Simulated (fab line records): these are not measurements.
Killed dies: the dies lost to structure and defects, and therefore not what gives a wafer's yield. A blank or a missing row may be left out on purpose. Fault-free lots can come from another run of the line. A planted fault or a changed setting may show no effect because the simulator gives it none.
8D (eight disciplines) problem report, filled in by code / flow n5Finfet / the parts of the form that need people (team, actions taken, sign-off) are left out

## 1. THE ISSUE
spinSpeedRpm at N5_BEOL_M14_COAT_58 reads a mean of 1668.3 rpm on 6 wafers of 2 lots; wafers without a fault read 1500.0 rpm with a standard deviation of 1.2. That is +99 or more standard deviations from the usual mean.
The step: time 60 s, resist thk 89 nm.
First observed at day 13 17:32: wafer L861.1, on lithoTrack-01. The record holds 18 wafers of 6 lots with a number at this step. By rule, "out" or "out of limits" means more than 4 standard deviations away from the usual mean. The rest of the wafers with a number are treated as sound.

## 2. WHAT IT IS; WHAT IT IS NOT
question=which readings at this step | is=spinSpeedRpm | is not=-
question=which lots | is=L858, L861 | is not=L855, L857, L868, L870
question=which wafers of those lots | is=all that have a number | is not=-
question=read on which tools | is=lithoTrack-01 | is not=lithoTrack-02, lithoTrack-03
question=when | is=from day 13 17:32 | is not=up to then (6 sound wafers); but 6 sound wafers of L868, L870 came after

## 3. SUSPECTS, AND WHAT RULES EACH OUT
Counting: a tool stays on the suspect list if, at a process step up to the reading, it processed all lots that are out and no sound lot following the first of them.
- cmp-04 at N5_BEOL_M13_CMP_49 (polishes, stops on SiOC, t overpolish 17.1 s, target thk 420 nm): kept. It processed each lot that is out, first L861 at day 13 16:52, and no sound lot thereafter; up to then, the last sound lot it processed was L855 at day 12 00:37.
- pecvd-01 at N5_BEOL_M14_ILD_DEP_00 (deposits SiO2 from TEOS/O2, target thk 1119.3 nm, time 237.4 s): ruled out as a lasting fault. Following L861 (day 13 17:19), the first lot on it that is out, the sound lots L868, L870 were run on it.
- lithoTrack-01 at N5_BEOL_M14_COAT_58 (time 60 s, resist thk 89 nm): kept. It processed each lot that is out, first L861 at day 13 17:32, and no sound lot thereafter; up to then, the last sound lot it processed was L855 at day 12 01:17. On those wafers its own readings are out: spinSpeedRpm.
The count leaves lithoTrack-01 at N5_BEOL_M14_COAT_58 and cmp-04 at N5_BEOL_M13_CMP_49.

## 4. THE CAUSE (what the simulator had put in)
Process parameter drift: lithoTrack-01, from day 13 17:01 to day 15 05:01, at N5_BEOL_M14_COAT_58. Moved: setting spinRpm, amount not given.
After counting, 2 suspects remain, this tool included.

## 5. THE EFFECT CHAIN, in route order
Rows list readings where the struck wafers' mean (over those with a number) sits beyond 3 standard deviations from the usual. Readings are gone through only where the record gives a usual standard deviation; hours: the median, over the lots, of the time from a lot's start at the first step in this table giving one to that lot's start at this step; sigmas: the change measured in usual standard deviations.
hours=0; step=N5_BEOL_M14_COAT_58; reading=spinSpeedRpm; usual=1500.0 rpm; on struck wafers=1668.3; change=+168.3; sigmas=+99 or more
It contains these process steps:
- N5_BEOL_M14_COAT_58: time 60 s, resist thk 89 nm.
Later measuring or inspecting steps at which every struck wafer that the step has a row for has a number for every such reading, and none has moved that far: N5_BEOL_M14_CD_MEAS_10, N5_BEOL_M14_OVL_MEAS_11, N5_BEOL_M14_INSPECT_12.

## 6. HOW IT WOULD HAVE BEEN CAUGHT EARLIER
In this record the first reading out of limits was taken at day 13 17:32, 1 hour after the fault began at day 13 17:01.
